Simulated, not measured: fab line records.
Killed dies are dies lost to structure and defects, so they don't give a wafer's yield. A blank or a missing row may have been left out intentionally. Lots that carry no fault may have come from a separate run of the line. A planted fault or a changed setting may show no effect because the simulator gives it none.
Matching of chambers | flow nand_harc | 4 sister chambers for NHARC_A_STAIRCASE_CMP_152 on cmp-04
The step polishes. 16 wafers are shown with their chamber, then 8 later ones without.

== WAFERS WITH THEIR CHAMBER ==
wafer  | chamber | motor_current_A (A)
L074.2 | 2       | 11.5
L074.5 | 3       | 11.7
L074.6 | 2       | 12.9
L075.3 | 3       | 11.3
L075.4 | 0       | 13.5
L075.6 | 0       | 13.2
L078.1 | 3       | 11.3
L078.4 | 1       | 11.3
L078.5 | 0       | 13.2
L077.2 | 0       | 12.9
L077.3 | 3       | 11.5
L077.5 | 0       | 13.5
L083.1 | 3       | 11.7
L083.5 | 3       | 11.5
L083.6 | 2       | 12.8
L086.1 | 2       | 12.4

SIGNATURES, as means of the wafers listed above
reading         | chamber 0 | chamber 1 | chamber 2 | chamber 3 | scatter within a chamber
motor_current_A | 13.260    | 11.300    | 12.400    | 11.500    | 0.369
Rule: for a wafer and a chamber, the distance is found by dividing, reading by reading, the gap between the wafer's reading and the chamber's mean by the reading's scatter, squaring, summing and taking the root. The wafer belongs to the nearest chamber; if the next one is less than 2 further off, it can't be placed. How the scatter is found: for the shown wafers, subtract from each reading the mean of its chamber, square and add these, divide the total by (wafers less chambers), then take the root.

== WAFERS WITH NO CHAMBER GIVEN ==
wafer  | motor_current_A (A)
L086.3 | 13.5
L086.4 | 10.8
L093.2 | 13.3
L093.3 | 11.4
L093.6 | 13.7
L094.4 | 11.8
L094.5 | 13.9
L094.6 | 11.1

== WHICH CHAMBER EACH ONE RAN IN ==
wafer  | from the rows above          | in truth
L086.3 | 0                            | 0
L086.4 | can't be placed: 1 or 3      | 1
L093.2 | 0                            | 0
L093.3 | can't be placed: 1 or 3      | 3
L093.6 | 0                            | 0
L094.4 | can't be placed: 3 or 1 or 2 | 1
L094.5 | 0                            | 0
L094.6 | can't be placed: 1 or 3      | 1
Placed correctly: 4 of 8. From these rows, 4 cannot be placed; in 4 the true chamber is one of the candidates. Wrongly placed: 0.
